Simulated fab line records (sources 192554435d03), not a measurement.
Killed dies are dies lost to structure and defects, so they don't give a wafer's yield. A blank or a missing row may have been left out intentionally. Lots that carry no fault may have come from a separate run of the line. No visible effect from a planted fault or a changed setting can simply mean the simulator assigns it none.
Which tool was responsible? | flow n5Finfet | 11 lots with 29 wafers sampled at 4 steps, on a route of 1938 steps

WHAT THE GAUGES READ, wafer by wafer
N5_BEOL_M3_THK_MEAS_01.
lot  | measured     | on           | M3_ILD_THK (nm)
L165 | day 9 04:58  | filmMetro-01 | 79.4 79.6 81.3
L164 | day 9 17:27  | filmMetro-01 | 78.7 144.2 80.0
L166 | day 9 19:17  | filmMetro-02 | 141.5 79.5
L168 | day 10 04:41 | filmMetro-01 | 140.2 141.6
L177 | day 12 09:46 | filmMetro-02 | 78.9 78.8
L178 | day 12 12:31 | filmMetro-02 | 77.1 78.7 79.2
L180 | day 13 11:15 | filmMetro-01 | 78.2 79.0
L183 | day 14 02:18 | filmMetro-02 | 79.1 78.9 80.4
L184 | day 14 07:42 | filmMetro-02 | 80.3 79.6 80.1
L185 | day 14 19:05 | filmMetro-01 | 78.7 81.4 80.3
L186 | day 14 19:41 | filmMetro-01 | 79.3 79.1 82.1

WHICH TOOL RAN EACH LOT (tool, then ch and the chambers of the sampled wafers, then the start)
lot  | N5_BEOL_M2_SPUTTER_92       | N5_BEOL_M2_SPUTTER_96       | N5_BEOL_M3_ILD_DEP_00
L165 | pvdSputter-02, day 9 03:20  | pvdSputter-02, day 9 03:46  | pecvd-03 ch 1,2, day 9 04:54
L164 | pvdSputter-02, day 9 15:47  | pvdSputter-02, day 9 16:14  | pecvd-03 ch 0,1, day 9 17:23
L166 | pvdSputter-02, day 9 17:38  | pvdSputter-02, day 9 18:04  | pecvd-03 ch 2, day 9 19:13
L168 | pvdSputter-01, day 10 03:02 | pvdSputter-01, day 10 03:29 | pecvd-03 ch 2, day 10 04:37
L177 | pvdSputter-01, day 12 08:02 | pvdSputter-01, day 12 08:29 | pecvd-01 ch 1,2, day 12 09:43
L178 | pvdSputter-01, day 12 10:53 | pvdSputter-01, day 12 11:20 | pecvd-04 ch 0,1, day 12 12:26
L180 | pvdSputter-03, day 13 09:28 | pvdSputter-03, day 13 09:54 | pecvd-01 ch 1,2, day 13 11:12
L183 | pvdSputter-01, day 13 23:46 | pvdSputter-01, day 14 00:12 | pecvd-03 ch 0,1,2, day 14 02:14
L184 | pvdSputter-02, day 14 06:05 | pvdSputter-02, day 14 06:32 | pecvd-03 ch 0,1,2, day 14 07:38
L185 | pvdSputter-02, day 14 17:26 | pvdSputter-02, day 14 17:53 | pecvd-03 ch 0,2, day 14 19:01
L186 | pvdSputter-01, day 14 18:04 | pvdSputter-01, day 14 18:30 | pecvd-04 ch 0,1,2, day 14 19:37
- N5_BEOL_M2_SPUTTER_92: material Cu, target thk 4.5 nm, time 8.29 s.
- N5_BEOL_M2_SPUTTER_96: material Cu, target thk 4.5 nm, time 8.29 s.
- N5_BEOL_M3_ILD_DEP_00: deposits SiOC from DEMS/O2, target thk 79 nm, time 15.3 s.

THE ANSWER, worked out from the rows above alone
Rule: usual is defined by the lots themselves. The widest of any qualifying gaps counts: lots, ordered by their means at a reading, are off when they make up no more than a third of the lots, leave a main group of 4 or more, and stand apart from it by 3 or more times the standard deviation of that group's means. If all means in a main group match to the digits the tables above print for the reading, that group is not used. Also off: a lot with no number at a reading for which 4 or more lots have one. Any other lot the step has rows for is counted as sound.
Off: L164, L166, L168, seen at N5_BEOL_M3_THK_MEAS_01 (M3_ILD_THK). The main group has a mean of 79.5 nm with a standard deviation of 0.71.
A tool fits if, at a process step before that reading, it ran every lot that is off, and no sound lot after the first of them. Those tools and the gauges at N5_BEOL_M3_THK_MEAS_01 are tried in the same way. No candidate that was tried fits.

WHAT THE SIMULATOR HAD INSERTED
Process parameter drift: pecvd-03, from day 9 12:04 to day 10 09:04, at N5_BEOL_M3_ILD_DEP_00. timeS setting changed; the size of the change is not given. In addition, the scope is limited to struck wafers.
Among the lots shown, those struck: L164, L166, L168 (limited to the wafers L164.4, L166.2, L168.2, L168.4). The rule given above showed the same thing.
